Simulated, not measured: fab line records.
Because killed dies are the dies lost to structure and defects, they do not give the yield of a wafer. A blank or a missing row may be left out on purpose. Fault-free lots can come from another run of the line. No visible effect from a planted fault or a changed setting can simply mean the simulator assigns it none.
fab line records -- flow n5Finfet
[record] lots = 9, wafers = 27, lastDay = 16
route steps=1938 shown BEOL_M0_SAQP@664 BEOL_M4@1111 PASSIVATION@1936
lots that met no fault: from a run of the same line without faults
startH: the number of hours between the record's first day and the start of the first shown wafer of the lot -- waitH: how many hours have passed since the lot's step before this one -- " the same as in the row above -- L1.1+2: a single row standing in for several wafers -- - either no value or no given start -- * or withheld: withheld -- < > ~ a bound
route shown NAME@n: a module of which the file shows steps, and the number in the route of the first -- usual: mean/standard deviation taken from wafers without a fault -- same: alike in all rows -- chamber/n: place in a boat -- sites: per-site readings -- _std_site: their standard deviation -- _edge_site: inner sites' mean taken away from outer sites' mean -- radiusMm: for every site, how far away it sits from the centre of the wafer -- mask NAME#n: copy n -- behind: the most recent tool/chamber to have shaped the wafer -- hold: the reason the lot was held/the length of the hold in hours/how it ended -- device: the transistor (n, p or np) that didn't switch -- end of line: the same wafers' tests at the end of the route -- a step without rows: its recipe alone -- killed: dies lost to structure and defects at the first sort, not the wafer's yield -- map: per-die view of a wafer (x killed, . not killed, _ where there is no die)
set.NAME: the setting as run; set.NAME@STEP: as run at that earlier step -- model.NAME: the simulator's own value behind a step, which no gauge read
a sample of lots followed through the steps of the route, with each step as a table and each wafer as a row
services: a tool's chamber out of use, with start hour (startH, from the record's first day; less than 0 if before it), hours out, and reason
[[steps]]
[step N5_BEOL_M0_SAQP_SPACER1_ETCHBACK_99]
[recipe] chemistry = CHF3/O2, mode = anisotropicEtchback, target = SiO2, targetDepthA = 154, timeS = 7.7, pressureMtorr = 30, sourceW = 650, biasW = 170, Ar_flow_sccm = 200, CHF3_flow_sccm = 50, O2_flow_sccm = 5, ionEnergyEv = 200
[usual] CHF3_flow_sccm = 50.00/0.16, biasW = 170.0/0.54, drypumpMotorCurrentA = 5.6/0.48, oesProductAu = 0.76/0.076, rfVppV = 526/15, showerheadPlenumPTorr = 2.40/0.071, throttleValvePct = 19.0/0.34
lot.wafer,tool,chamber,startH,waitH,CHF3_flow_sccm,biasW,drypumpMotorCurrentA,oesProductAu,rfHoursCounterH,rfVppV,showerheadPlenumPTorr,throttleValvePct
L900.1,rieDiel-06,0,115.81,0.3,50.19,170.0,5.4,0.87,35,530,2.35,19.0
L900.3,rieDiel-06,3,115.81,0.3,49.92,169.6,5.3,0.77,141,510,2.32,19.2
L900.5,rieDiel-06,3,115.81,0.3,50.19,169.9,5.3,0.77,-,512,2.32,19.2
L901.3,rieDiel-02,0,121.34,0.3,50.07,169.4,6.0,0.76,157,512,2.42,19.3
L901.4,rieDiel-02,2,121.34,0.3,49.93,169.4,5.8,0.69,208,533,2.38,18.6
L901.6,rieDiel-02,0,121.34,0.3,49.92,169.2,6.0,0.76,-,513,2.42,19.3
L906.1,rieDiel-02,3,145.57,0.3,49.86,170.1,5.1,0.79,124,537,2.35,19.5
L906.2,rieDiel-02,2,145.57,0.3,50.12,170.3,5.8,0.68,216,534,2.38,18.6
L906.6,rieDiel-02,2,145.57,0.3,50.02,169.6,5.8,0.68,-,534,2.38,18.6
L911.3,rieDiel-02,2,181.68,0.3,49.75,170.9,5.8,0.66,227,533,2.37,18.7
L911.5,rieDiel-02,3,181.68,0.3,50.00,170.1,5.1,0.77,-,535,2.34,19.5
L911.6,rieDiel-02,2,181.68,0.3,49.65,170.2,5.8,0.66,-,532,2.37,18.7
L912.1,rieDiel-02,2,194.58,0.3,50.31,170.1,5.8,0.66,230,533,2.37,18.7
L912.2,rieDiel-02,0,194.58,0.3,50.02,170.2,6.0,0.75,178,511,2.41,19.4
L912.5,rieDiel-02,0,194.58,0.3,50.00,170.6,6.0,0.75,-,513,2.41,19.4
L913.2,rieDiel-04,3,195.83,0.3,49.90,169.9,5.3,0.70,213,531,2.50,18.9
L913.4,rieDiel-04,1,195.83,0.3,49.94,170.0,6.5,0.79,-,557,2.40,18.5
L913.6,rieDiel-04,3,195.83,0.3,50.04,169.3,5.3,0.70,-,531,2.50,18.9
L914.2,rieDiel-02,2,202.65,0.3,49.90,171.0,5.8,0.66,233,532,2.37,18.7
L914.3,rieDiel-02,0,202.65,0.3,49.99,170.7,6.0,0.74,181,512,2.41,19.4
L914.5,rieDiel-02,2,202.65,0.3,49.89,170.9,5.8,0.66,-,534,2.37,18.7
L915.2,rieDiel-06,3,207.12,0.3,50.22,169.3,5.3,0.73,177,511,2.31,19.2
L915.4,rieDiel-06,0,207.12,0.3,49.94,170.1,5.3,0.82,-,527,2.34,19.0
L915.6,rieDiel-06,3,207.12,0.3,50.00,169.8,5.3,0.72,-,512,2.31,19.2
L916.1,rieDiel-02,0,214.23,0.3,50.12,169.9,6.0,0.98,184,513,2.41,19.4
L916.5,rieDiel-02,2,214.23,0.3,49.91,168.9,5.8,0.66,-,533,2.37,18.7
L916.6,rieDiel-02,3,214.23,0.3,50.04,169.7,5.1,1.01,-,535,2.34,19.6
[step N5_BEOL_M0_SAQP_MANDREL1_REMOVE_100]
[recipe] chemistry = HBr/Cl2/O2, btTimeS = 10, target = a-Si, stopOn = SiNx, endpoint = OES-SiCl, overEtchFrac = 0.85, icpW = 600, biasW = 30, HBr_flow_sccm = 150, Cl2_flow_sccm = 80, O2_flow_sccm = 5, pressureMtorr = 10
[usual] biasW = 29.99/0.086, drypumpMotorCurrentA = 5.7/0.44, oesProductAu = 0.999/0.015, throttleValvePct = 36.9/0.35
[same] btTimeS = 10
lot.wafer,tool,chamber,startH,waitH,biasW,drypumpMotorCurrentA,oesProductAu,rfHoursCounterH,throttleValvePct
L900.1,rieSi-01,1,115.90,0.1,29.94,5.2,0.998,61,37.4
L900.3,rieSi-01,0,115.90,0.1,30.07,5.5,0.976,29,36.8
L900.5,rieSi-01,2,115.90,0.1,30.04,5.8,1.004,-,36.7
L901.3,rieSi-04,0,121.42,0.1,30.01,5.9,0.995,148,37.6
L901.4,rieSi-04,0,121.42,0.1,29.97,5.9,0.991,-,37.6
L901.6,rieSi-04,1,121.42,0.1,30.06,5.5,1.027,-,36.7
L906.1,rieSi-04,0,145.65,0.1,29.84,5.9,0.981,148,37.6
L906.2,rieSi-04,1,145.65,0.1,30.04,5.5,1.024,68,36.7
L906.6,rieSi-04,3,145.65,0.1,30.02,6.1,1.012,-,36.8
L911.3,rieSi-04,2,181.76,0.1,29.96,5.1,0.992,127,36.9
L911.5,rieSi-04,2,181.76,0.1,29.90,5.1,0.992,-,36.9
L911.6,rieSi-04,3,181.76,0.1,30.02,6.1,1.019,-,36.8
L912.1,rieSi-01,3,194.66,0.1,29.93,5.1,0.991,171,36.9
L912.2,rieSi-01,0,194.66,0.1,29.86,5.5,0.971,31,36.8
L912.5,rieSi-01,2,194.66,0.1,30.07,5.9,1.015,-,36.7
L913.2,rieSi-01,1,195.92,0.1,29.97,5.2,1.001,62,37.5
L913.4,rieSi-01,0,195.92,0.1,30.13,5.5,0.966,31,36.8
L913.6,rieSi-01,3,195.92,0.1,29.96,5.1,0.991,-,36.9
L914.2,rieSi-06,3,202.74,0.1,30.00,6.8,0.996,26,36.6
L914.3,rieSi-06,1,202.74,0.1,30.01,5.6,1.021,140,36.3
L914.5,rieSi-06,1,202.74,0.1,30.01,5.6,1.018,-,36.3
L915.2,rieSi-06,0,207.20,0.1,29.76,5.8,1.011,118,37.1
L915.4,rieSi-06,1,207.20,0.1,30.01,5.7,1.026,140,36.3
L915.6,rieSi-06,2,207.20,0.1,29.96,5.7,0.997,-,36.6
L916.1,rieSi-04,1,214.32,0.1,29.86,5.5,1.021,69,36.7
L916.5,rieSi-04,2,214.32,0.1,29.99,5.1,1.000,-,36.9
L916.6,rieSi-04,3,214.32,0.1,29.95,6.1,1.026,-,36.8
[step N5_BEOL_M0_SAQP_ETCH_101]
[recipe] chemistry = CH3F/O2, target = SiNx, maskMaterial = SiO2, targetDepthA = 299, timeS = 42.7, pressureMtorr = 30, sourceW = 395, biasW = 73, Ar_flow_sccm = 150, CH3F_flow_sccm = 30, O2_flow_sccm = 20, ionEnergyEv = 120
[usual] biasW = 72.98/0.21, drypumpMotorCurrentA = 5.7/0.44, oesProductAu = 0.76/0.07, rfVppV = 297/8.5, showerheadPlenumPTorr = 1.98/0.049, throttleValvePct = 16.5/0.33
lot.wafer,tool,chamber,startH,waitH,biasW,drypumpMotorCurrentA,oesProductAu,rfHoursCounterH,rfVppV,showerheadPlenumPTorr,throttleValvePct
L900.1,rieDiel-06,1,116.05,0.0,73.47,5.2,0.67,241,304,1.89,16.6
L900.3,rieDiel-06,3,116.05,0.0,73.27,5.3,0.77,141,291,1.93,16.7
L900.5,rieDiel-06,0,116.05,0.0,72.89,5.3,0.88,-,300,1.95,16.4
L901.3,rieDiel-04,1,121.57,0.0,72.75,6.5,0.81,91,316,2.00,15.9
L901.4,rieDiel-04,3,121.57,0.0,72.75,5.3,0.72,191,301,2.09,16.3
L901.6,rieDiel-04,3,121.57,0.0,72.91,5.3,0.73,-,300,2.09,16.4
L906.1,rieDiel-02,0,145.80,0.0,72.91,6.0,0.75,164,290,1.99,16.7
L906.2,rieDiel-02,1,145.80,0.0,72.51,5.9,0.85,58,285,1.94,16.0
L906.6,rieDiel-02,0,145.80,0.0,72.48,6.0,0.76,-,290,2.00,16.7
L911.3,rieDiel-02,2,181.91,0.0,72.93,5.8,0.67,227,303,1.96,16.2
L911.5,rieDiel-02,3,181.91,0.0,72.69,5.0,0.77,-,305,1.94,16.9
L911.6,rieDiel-02,0,181.91,0.0,73.14,6.0,0.75,-,290,1.99,16.7
L912.1,rieDiel-02,2,194.81,0.0,72.56,5.8,0.67,230,303,1.96,16.2
L912.2,rieDiel-02,1,194.81,0.0,72.80,5.9,0.84,72,286,1.94,16.0
L912.5,rieDiel-02,2,194.81,0.0,72.69,5.7,0.66,-,301,1.96,16.2
L913.2,rieDiel-04,3,196.07,0.0,72.96,5.3,0.70,213,302,2.08,16.4
L913.4,rieDiel-04,1,196.07,0.0,73.22,6.5,0.78,-,316,1.99,16.0
L913.6,rieDiel-04,2,196.07,0.0,73.13,6.1,0.68,-,298,2.06,16.8
L914.2,rieDiel-02,2,203.09,0.2,73.18,5.7,0.66,233,301,1.96,16.2
L914.3,rieDiel-02,3,203.09,0.2,72.97,5.1,0.78,139,303,1.94,16.8
L914.5,rieDiel-02,0,203.09,0.2,73.02,6.0,0.75,-,289,1.99,16.8
L915.2,rieDiel-06,0,207.36,0.0,73.25,5.3,0.84,67,300,1.94,16.5
L915.4,rieDiel-06,3,207.36,0.0,72.93,5.3,0.74,-,291,1.92,16.7
L915.6,rieDiel-06,2,207.36,0.0,72.81,4.8,0.92,-,295,2.07,16.1
L916.1,rieDiel-04,1,214.47,0.0,73.11,6.5,0.77,119,316,1.99,16.0
L916.5,rieDiel-04,1,214.47,0.0,72.69,6.5,0.78,-,316,1.99,16.0
L916.6,rieDiel-04,0,214.47,0.0,73.09,5.6,0.94,-,291,1.96,16.4
[step N5_BEOL_M0_SAQP_RECESS_104]
[recipe] chemistry = HF/NH3, target = SiO2, targetDepthA = 180, afsCycles = 3, tempC = 30, sublimationTempC = 180, sublimationTimeS = 60
[usual] drypumpMotorCurrentA = 5.9/0.78, forelinePTorr = 0.1280/0.00035
lot.wafer,tool,chamber,startH,waitH,drypumpMotorCurrentA,forelinePTorr
L900.1,vaporEtch-01,1,117.57,1.4,5.7,0.1277
L900.3,vaporEtch-01,0,117.57,1.4,6.2,0.1279
L900.5,vaporEtch-01,0,117.57,1.4,6.2,0.1280
L901.3,vaporEtch-01,0,122.55,0.8,6.2,0.1279
L901.4,vaporEtch-01,1,122.55,0.8,5.7,0.1273
L901.6,vaporEtch-01,1,122.55,0.8,5.7,0.1273
L906.1,vaporEtch-02,1,146.02,0.1,4.7,0.1281
L906.2,vaporEtch-02,0,146.02,0.1,6.8,0.1270
L906.6,vaporEtch-02,0,146.02,0.1,6.8,0.1281
L911.3,vaporEtch-01,0,182.25,0.2,6.2,0.1282
L911.5,vaporEtch-01,0,182.25,0.2,6.2,0.1283
L911.6,vaporEtch-01,1,182.25,0.2,5.7,0.1280
L912.1,vaporEtch-02,0,195.24,0.3,6.8,0.1283
L912.2,vaporEtch-02,1,195.24,0.3,4.7,0.1281
L912.5,vaporEtch-02,1,195.24,0.3,4.7,0.1277
L913.2,vaporEtch-02,0,196.29,0.1,6.8,0.1282
L913.4,vaporEtch-02,0,196.29,0.1,6.9,0.1286
L913.6,vaporEtch-02,0,196.29,0.1,6.8,0.1284
L914.2,vaporEtch-01,0,203.31,0.1,6.1,0.1285
L914.3,vaporEtch-01,1,203.31,0.1,5.7,0.1286
L914.5,vaporEtch-01,0,203.31,0.1,6.2,0.1281
L915.2,vaporEtch-02,0,207.57,0.1,6.8,0.1276
L915.4,vaporEtch-02,0,207.57,0.1,6.9,0.1272
L915.6,vaporEtch-02,1,207.57,0.1,4.7,0.1278
L916.1,vaporEtch-02,0,214.69,0.1,6.8,0.1271
L916.5,vaporEtch-02,0,214.69,0.1,6.8,0.1281
L916.6,vaporEtch-02,1,214.69,0.1,4.7,0.1279
[step N5_BEOL_M4_RC_MEAS_101]
[usual] DIBL_N = 35.4/2.1, DIBL_P = 34.8/2.6, IOFF_N = 0.15/0.037, IOFF_P = 0.19/0.037, ION_N = 677/16, ION_P = 462/9.3, SS_N = 71.4/0.75, SS_P = 72.9/0.77, VT_N = 250/3.7, VT_P = -251/3.5
lot.wafer,tool,chamber,startH,waitH,DIBL_N[mV/V],DIBL_P[mV/V],IOFF_N[nA/um],IOFF_P[nA/um],ION_N[uA/um],ION_P[uA/um],SS_N[mV/dec],SS_P[mV/dec],VT_N[mV],VT_P[mV]
L900.1,prober-01,0,183.49,0.0,35.6,34.3,0.13,0.14,654,441,71.5,72.4,255,-257
L900.3,prober-01,0,183.49,0.0,39.3,38.9,0.22,0.20,684,455,73.0,73.8,247,-256
L900.5,prober-01,0,183.49,0.0,37.9,37.1,0.19,0.18,686,455,72.5,73.3,249,-254
L901.3,prober-02,0,183.90,0.3,34.8,32.0,0.13,0.19,679,472,70.9,72.6,250,-248
L901.4,prober-02,0,183.90,0.3,35.0,32.7,0.14,0.20,682,478,71.0,72.5,249,-250
L901.6,prober-02,0,183.90,0.3,33.1,30.1,0.11,0.17,672,470,70.0,72.6,253,-251
L906.1,prober-01,0,202.96,0.5,34.8,33.8,0.13,0.16,664,456,71.1,73.1,251,-257
L906.2,prober-01,0,202.96,0.5,37.2,36.0,0.16,0.18,678,457,71.7,73.2,248,-253
L906.6,prober-01,0,202.96,0.5,34.0,32.3,0.12,0.13,660,448,70.9,71.5,255,-257
L911.3,prober-02,0,251.52,0.3,34.3,34.2,0.13,0.17,660,454,71.3,71.9,251,-253
L911.5,prober-02,0,251.52,0.3,39.5,41.3,0.25,0.31,712,480,72.6,74.3,242,-243
L911.6,prober-02,0,251.52,0.3,32.7,31.6,0.11,0.14,669,457,70.9,72.1,253,-254
L913.2,prober-01,0,252.84,0.2,35.2,34.9,0.15,0.21,683,467,71.2,73.5,248,-248
L913.4,prober-01,0,252.84,0.2,35.3,34.9,0.14,0.21,679,469,71.3,73.1,249,-249
L913.6,prober-01,0,252.84,0.2,33.4,32.1,0.12,0.17,674,462,71.4,72.2,254,-250
L914.2,prober-01,0,255.53,0.2,33.4,32.6,0.11,0.17,661,455,71.3,72.1,254,-250
L914.3,prober-01,0,255.53,0.2,32.9,31.6,0.10,0.15,643,453,70.7,72.0,260,-253
L914.5,prober-01,0,255.53,0.2,36.4,34.9,0.15,0.20,652,452,72.4,72.8,253,-249
L912.1,prober-02,0,258.33,0.0,33.6,33.6,0.15,0.20,688,480,70.6,72.4,246,-248
L912.2,prober-02,0,258.33,0.0,35.7,36.7,0.18,0.24,682,469,71.7,72.5,248,-248
L912.5,prober-02,0,258.33,0.0,34.1,34.6,0.16,0.22,700,479,71.4,72.1,246,-250
L915.2,prober-02,0,260.80,0.2,38.6,39.2,0.20,0.24,681,474,72.1,73.5,248,-249
L915.4,prober-02,0,260.80,0.2,33.9,33.0,0.12,0.15,668,460,71.0,72.4,252,-255
L915.6,prober-02,0,260.80,0.2,39.1,38.8,0.18,0.23,672,464,71.7,73.8,251,-251
L916.1,prober-01,0,278.83,0.0,37.6,37.1,0.17,0.22,678,467,71.9,73.8,248,-246
L916.5,prober-01,0,278.83,0.0,35.6,36.4,0.13,0.20,662,464,71.2,72.4,254,-250
L916.6,prober-01,0,278.83,0.0,38.4,37.6,0.22,0.24,669,460,72.4,73.7,249,-248
[step N5_PASSIVATION_PROBE_49]
[usual] defectLimitedYield = 90.5/1.7, killed_at_M0_to_M3 = 37/12, killed_at_M4_up = 14/5.2, killedAtContacts = 12/5.9, killedAtFrontEnd = 45/14, killedAtOther = 3.5/2.8, killedDies = 112/21, killedOpen = 73/15, killedShort = 36/8.9, sort_bin_5_function = 5.6/1.2, sort_bin_6_memory = 3.5/0.68, sort_bin_8_speed = 0.01/0.1, sortNPass = 1068/21, sortYieldPct = 90.5/1.8
[same] grossDies = 1180, killedAtBackSide = 0, sort_bin_4_leakage[%] = 0
lot.wafer,tool,chamber,startH,waitH,defectLimitedYield[%],killed_at_M0_to_M3,killed_at_M4_up,killedAtContacts,killedAtFrontEnd,killedAtOther,killedDies,killedOpen,killedShort,sort_bin_5_function[%],sort_bin_6_memory[%],sort_bin_8_speed[%],sortNPass,sortYieldPct[%]
L913.2,prober-01,-,367.94,0.1,91.5,27,17,10,46,0,100,69,30,4.8,3.4,0,1080,91.5
L913.6,prober-01,-,368.14,0.3,91.9,21,18,11,39,6,95,62,28,4.2,3.3,0,1085,91.9
L912.1,prober-02,-,371.75,0.0,92.4,20,18,14,34,4,90,59,31,4.2,3.3,0,1090,92.4
L912.2,prober-02,-,371.80,0.1,93.1,30,6,6,37,2,81,50,29,4.2,2.4,0,1099,93.1
L912.5,prober-02,-,371.95,0.2,91.9,42,11,13,28,2,96,59,31,5.2,2.8,0,1084,91.9
L916.1,prober-01,-,379.91,0.6,90.7,46,11,8,39,6,110,77,30,5.5,3.3,0,1070,90.7
L916.5,prober-01,-,380.11,0.8,92.9,28,7,16,28,5,84,56,23,4.7,2.0,0,1096,92.9
L916.6,prober-01,-,380.16,0.8,90.7,42,9,7,44,8,110,75,32,5.0,4.1,0,1070,90.7
// killed by level:class
L913.2 MOL_CONTACT_COAG:geometricParticle:open=10 BEOL_M0_SAQP:geometricParticle:short=7 BEOL_M0_SAQP:geometricParticle:open=7 STARTING-WAFER:geometricParticle:open=7 FIN_SAQP:geometricParticle:open=6 STI_FIN_REVEAL:geometricParticle:open=6 DUMMY_GATE:geometricParticle:open=6 BEOL_M4:geometricParticle:open=5
L913.6 FIN_SAQP:geometricParticle:open=10 MOL_CONTACT_COAG:geometricParticle:open=10 FIN_SAQP:geometricParticle:short=6 STI_FIN_REVEAL:geometricParticle:open=6 BEOL_M4:geometricParticle:open=6 BEOL_M6:geometricParticle:open=6 BEOL_M0_SAQP:geometricParticle:short=5 BEOL_M2:geometricParticle:short=5
L912.1 STI_FIN_REVEAL:geometricParticle:open=9 MOL_CONTACT_COAG:geometricParticle:open=8 BEOL_M3:geometricParticle:open=8 FIN_SAQP:geometricParticle:open=7 GATE_CUT:geometricParticle:short=7 MOL_CONTACT_COAG:geometricParticle:short=6 FIN_SAQP:geometricParticle:short=4 BEOL_M1:geometricParticle:open=4
L912.2 STI_FIN_REVEAL:geometricParticle:open=11 BEOL_M3:geometricParticle:open=8 BEOL_M2:geometricParticle:open=6 FIN_SAQP:geometricParticle:short=5 MOL_CONTACT_COAG:geometricParticle:open=5 BEOL_M0_SAQP:geometricParticle:short=5 BEOL_M3:geometricParticle:short=5 DUMMY_GATE:geometricParticle:open=4
L912.5 MOL_CONTACT_COAG:geometricParticle:open=10 BEOL_M1:geometricParticle:open=8 FIN_SAQP:geometricParticle:short=7 BEOL_M3:geometricParticle:open=7 BEOL_M2:geometricParticle:open=7 BEOL_M0_SAQP:geometricParticle:open=6 BEOL_M0_SAQP:geometricParticle:short=4 STI_FIN_REVEAL:geometricParticle:open=3
L916.1 STI_FIN_REVEAL:geometricParticle:open=12 BEOL_M1:geometricParticle:open=10 FIN_SAQP:geometricParticle:open=8 BEOL_M0_SAQP:geometricParticle:short=7 BEOL_M0_SAQP:geometricParticle:open=7 BEOL_M2:geometricParticle:open=7 MOL_CONTACT_COAG:geometricParticle:open=6 BEOL_M3:geometricParticle:open=6
L916.5 MOL_CONTACT_COAG:geometricParticle:open=10 BEOL_M3:geometricParticle:open=10 STI_FIN_REVEAL:geometricParticle:open=7 STARTING-WAFER:geometricParticle:short=6 BEOL_M2:geometricParticle:open=5 MOL_CONTACT_COAG:geometricParticle:short=4 BEOL_M1:geometricParticle:open=4 FIN_SAQP:geometricParticle:open=3
L916.6 FIN_SAQP:geometricParticle:open=9 BEOL_M0_SAQP:geometricParticle:open=9 BEOL_M0_SAQP:geometricParticle:short=7 FIN_SAQP:geometricParticle:short=6 STI_FIN_REVEAL:geometricParticle:open=6 MOL_CONTACT_COAG:geometricParticle:open=6 BEOL_M1:geometricParticle:open=6 BEOL_M2:geometricParticle:open=6
[[services]]
tool,chamber,startH,hours,kind
rieSi-04,-,98.68,2.8,pm
vaporEtch-02,-,104.60,29.9,repair
rieDiel-04,2,109.23,1.6,repair
rieDiel-06,2,112.41,19.7,repair
rieSi-04,2,120.20,5.0,repair
rieDiel-04,0,138.95,5.4,repair
rieDiel-06,1,140.33,-,clean
rieDiel-06,1,140.33,-,consumableReplace:focusRing
rieDiel-06,1,140.33,-,consumableReplace:showerhead
rieDiel-06,1,140.33,18.2,scheduledDown
rieDiel-06,1,140.33,18.2,ventCycle
rieSi-06,3,152.88,15.1,repair
rieDiel-06,2,165.75,-,clean
rieDiel-06,2,165.75,-,consumableReplace:focusRing
rieDiel-06,2,165.75,18.1,scheduledDown
rieDiel-06,2,165.75,18.1,ventCycle
rieDiel-02,1,177.11,5.9,repair
rieDiel-06,1,184.00,81.3,repair
rieDiel-04,0,186.86,-,clean
rieDiel-04,0,186.86,-,consumableReplace:focusRing
rieSi-04,-,190.95,0.1,repair
rieDiel-02,3,191.84,6.5,repair
rieDiel-04,2,198.53,2.8,repair
rieSi-06,0,198.68,6.8,repair
[[key]]
[firstSign] step = N5_BEOL_M0_SAQP_SPACER1_ETCHBACK_99, reading = oesProductAu, direction = up, sigmas = 3.1, usual = 0.76, struck = 1.00
effect none on later readings
metAt N5_BEOL_M0_SAQP_SPACER1_ETCHBACK_99
struckLots L916
struckWafers L916.1,L916.6
notActingAt N5_BEOL_M0_SAQP_MANDREL1_REMOVE_100,N5_BEOL_M0_SAQP_ETCH_101,N5_BEOL_M0_SAQP_RECESS_104
onsetBetween 202.65 214.23
[fault] kind = processParameterDrift, tool = rieDiel-02, chamber = -, onsetH = 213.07, steps = N5_BEOL_M0_SAQP_SPACER1_ETCHBACK_99, channel = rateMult, offset = 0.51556, shape = step, endH = 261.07, scope = struckWafersOnly
